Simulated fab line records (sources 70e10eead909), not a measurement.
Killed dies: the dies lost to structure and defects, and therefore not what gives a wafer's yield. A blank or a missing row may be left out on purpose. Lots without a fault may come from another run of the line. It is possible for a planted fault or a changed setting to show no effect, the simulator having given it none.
Problem report, 8D (eight disciplines) form, completed by code || flow nand-harc || the parts of the form that need people (team, actions taken, sign-off) are left out

## 1. WHAT IS WRONG
Wafers without a fault read 66, standard deviation 22; killed-dies at NHARC_END_SORT_01 reads a mean of 677 on 6 wafers belonging to 2 lots. Measured from the usual mean, that is +28 standard deviations.
Seen first at day 32 21:49 on prober-02, wafer L325.2. At this step, 6 wafers from 2 lots have a number in the record. By rule, "out" or "out of limits" means more than 4 standard deviations away from the usual mean. All remaining wafers that have a number are taken as sound.

## 2. WHAT THIS IS AND IS NOT
{"question": "which readings at this step", "is": "killed-dies, killed-at-array", "is not": "killed-at-other, killed-open, killed-short"}
{"question": "which lots", "is": "L325, L328", "is not": "-"}
{"question": "which wafers of those lots", "is": "all that have a number", "is not": "-"}
{"question": "read on which gauges", "is": "prober-01, prober-02", "is not": "-"}
{"question": "when", "is": "from day 32 21:49", "is not": "up to then (0 sound wafers)"}

## 3. THE SUSPECTS, EACH WITH WHAT RULES IT OUT
Counting: a tool stays on the suspect list if, at a process step up to the reading, it processed all lots that are out and no sound lot following the first of them.
- ruled out: the gauge at NHARC_END_SORT_01. Those wafers that are out were read across 2 gauges (prober-01, prober-02).
- rie-diel-01 at NHARC_A_CONTACT_ETCH_91 (etches the open film in CH3F/O2, target depth 40 nm, time 85.7 s): kept. It ran every lot that is out, first L325 (day 30 06:13), and no sound lot after that.
Left after counting: rie-diel-01 at NHARC_A_CONTACT_ETCH_91.

## 4. THE CAUSE (what the simulator had put in)
Skipped step whole: rie-diel-01, from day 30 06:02 on, at NHARC_A_CONTACT_ETCH_91. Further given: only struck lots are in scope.
Counting left only this tool.

## 5. SEQUENCE OF EFFECTS, ordered by route
Each row: a reading where the mean over the struck wafers with a number is more than 3 standard deviations away from the usual. Readings are gone through only where the record gives a usual standard deviation; hours: the median, over the lots, of the time from a lot's start at the first step in this table giving one to that lot's start at this step; sigmas: the change measured in usual standard deviations.
{"hours": 0, "step": "NHARC_END_SORT_01", "reading": "killed-at-array", "usual": 61, "on struck wafers": 670, "change": "+609", "sigmas": "+26"}
{"hours": 0, "step": "NHARC_END_SORT_01", "reading": "killed-dies", "usual": 66, "on struck wafers": 677, "change": "+611", "sigmas": "+28"}
Readings that are blank on the struck wafers while sound wafers have them: bias-w at NHARC_A_CONTACT_ETCH_91; ch3f-flow-sccm at NHARC_A_CONTACT_ETCH_91; drypump-motor-current-A at NHARC_A_CONTACT_ETCH_91; mfc-ar-sccm at NHARC_A_CONTACT_ETCH_91; oes-product-au at NHARC_A_CONTACT_ETCH_91; rf-vpp-V at NHARC_A_CONTACT_ETCH_91; showerhead-plenum-p-Torr at NHARC_A_CONTACT_ETCH_91; throttle-valve-pct at NHARC_A_CONTACT_ETCH_91.

## 6. HOW IT WOULD HAVE BEEN CAUGHT EARLIER
In this record the first reading out of limits at a measuring or inspecting step was taken at day 32 21:49, 64 hours after the fault began at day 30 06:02.
At NHARC_A_CONTACT_ETCH_91 the tool's readings are blank on the struck wafers, where sound wafers have them: an empty tool record is the first sign, and it was there at once.
All the lots that are out (2) had begun NHARC_A_CONTACT_ETCH_91 on rie-diel-01 by day 32 21:49. Had the tool been put on hold then, not one of them would have been saved.
